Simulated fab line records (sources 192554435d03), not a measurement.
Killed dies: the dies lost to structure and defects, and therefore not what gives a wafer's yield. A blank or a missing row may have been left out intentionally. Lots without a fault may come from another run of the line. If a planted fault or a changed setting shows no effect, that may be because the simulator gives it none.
Split-lot trial    flow n5_finfet    on a route of 1938 steps: 7 lots, 21 wafers read

ON THE SPLIT
At N5_BEOL_M0_SAQP_PECVD_04 (deposits a-Si from SiH4/He, target thk 60 nm, time 60.2 s), the setting time_s was moved away from the recipe's 60.2 s on 4 of the 21 wafers read, by -13.1% to +8.5%. For the rest of the wafers, this setting stayed at what the recipe calls for.

FROM THE SPLIT TO THE READING: what the file shows between them, 5 steps
- N5_BEOL_M0_SAQP_THK_MEAS_05
- N5_BEOL_M0_SAQP_HM_DEP_111: deposits SiO2 from SiH4/N2O, target thk 12 nm, time 7.2 s
- N5_BEOL_M0_SAQP_COAT_81: time 60 s, resist thk 100 nm
- N5_BEOL_M0_SAQP_HM_OPEN_112: chemistry CHF3/O2, target SiO2, stops on a-Si, target depth 12 nm, time 13.5 s
- N5_BEOL_M0_SAQP_STRIP_113: strips in CHF3/O2

THE READING
oes_product_au, in a.u., at N5_BEOL_M0_SAQP_MANDREL_ETCH_20 (etches a-Si in HBr/Cl2, stops on SiNx, target depth 60 nm, bt time 10 s, time 30 s). Typical for fault-free wafers on this fab line: 0.775 a.u., with standard deviation 0.012 a.u.

wafer   tool, chamber at the split  time_s as run, s  against the recipe  oes_product_au, a.u.  against lot-mates on the recipe
L074.1  pecvd-01, 1                 60.2              recipe              0.773                 -
L074.5  pecvd-01, 1                 60.2              recipe              0.773                 -
L074.6  pecvd-01, 2                 52.3              -13.1%              0.700                 -0.073
L075.3  pecvd-01, 1                 60.2              recipe              0.774                 -
L075.4  pecvd-01, 2                 60.2              recipe              0.791                 -
L075.5  pecvd-01, 2                 60.2              recipe              0.777                 -
L080.1  pecvd-01, 0                 65.32             +8.5%               0.805                 +0.031
L080.2  pecvd-01, 1                 60.2              recipe              0.766                 -
L080.3  pecvd-01, 2                 60.2              recipe              0.781                 -
L084.2  pecvd-02, 2                 60.2              recipe              0.763                 -
L084.3  pecvd-02, 1                 60.2              recipe              0.780                 -
L084.5  pecvd-02, 1                 60.2              recipe              0.768                 -
L089.2  pecvd-02, 0                 60.2              recipe              0.767                 -
L089.5  pecvd-02, 1                 60.2              recipe              0.791                 -
L089.6  pecvd-02, 0                 60.2              recipe              0.770                 -
L091.4  pecvd-01, 0                 52.69             -12.5%              0.730                 -0.049
L091.5  pecvd-01, 2                 52.69             -12.5%              0.698                 -0.081
L091.6  pecvd-01, 1                 60.2              recipe              0.779                 -
L095.3  pecvd-04, 1                 60.2              recipe              0.757                 -
L095.4  pecvd-04, 1                 60.2              recipe              0.778                 -
L095.5  pecvd-04, 0                 60.2              recipe              0.771                 -

THE FIT
A straight line over all 21 wafers: oes_product_au changes by +0.00487 a.u. for each +1% of time_s; r = +0.93; the points scatter about the line by 0.01 a.u.
The same after taking each lot's own level away (the mean of its wafers on the recipe; 21 wafers): +0.00507 a.u. for each +1%; r = +0.94; scatter 0.0094 a.u.
According to that fit, moving time_s by its largest amount changes the reading by 0.067 a.u.
Measured against the standard deviation above, the lots' own levels, which go from 0.7687 to 0.7807 a.u., span 1.0 times it.
The two slopes agree, so the slope changes little with the lot-to-lot level.
Check: -0.065 a.u. against its lot-mates is what the line predicts for one of the wafers moved furthest among these (-13.1%) when that wafer is left out of the fit. Against them it came out at -0.073 a.u.

THE WHOLE CHAIN: every reading that the file lists as answering this split, in the file's order
step                             what it does                                                                        reading                                                                                change (the file's fit)                    r (the file's)
N5_BEOL_M0_SAQP_PECVD_04         deposits a-Si from SiH4/He, target thk 60 nm, time 60.2 s                           a-Si_of_BEOL_M0_SAQP_PECVD_04.thk_nm (the simulator's own value, which no gauge read)  +0.583 nm for each +1% of the setting      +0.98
N5_BEOL_M0_SAQP_THK_MEAS_05                                                                                          thk_nm                                                                                 withheld for each +1% of the setting       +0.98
N5_BEOL_M0_SAQP_MANDREL_ETCH_20  etches a-Si in HBr/Cl2, stops on SiNx, target depth 60 nm, bt time 10 s, time 30 s  oes_product_au                                                                         +0.00506 a.u. for each +1% of the setting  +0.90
N5_BEOL_M0_SAQP_MANDREL_ETCH_20  etches a-Si in HBr/Cl2, stops on SiNx, target depth 60 nm, bt time 10 s, time 30 s  etch.depth_nm (the simulator's own value, which no gauge read)                         +0.588 nm for each +1% of the setting      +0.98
N5_BEOL_M0_SAQP_SPACER1_ALD_98   deposits SiO2, target thk 12.8 nm, pulse time 1 s, purge time 2 s                   a-Si_of_BEOL_M0_SAQP_PECVD_04.thk_nm (the simulator's own value, which no gauge read)  +0.589 nm for each +1% of the setting      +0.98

FILE'S OWN FIT
oes_product_au changes by +0.00506 a.u. for each +1% of time_s, r = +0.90.
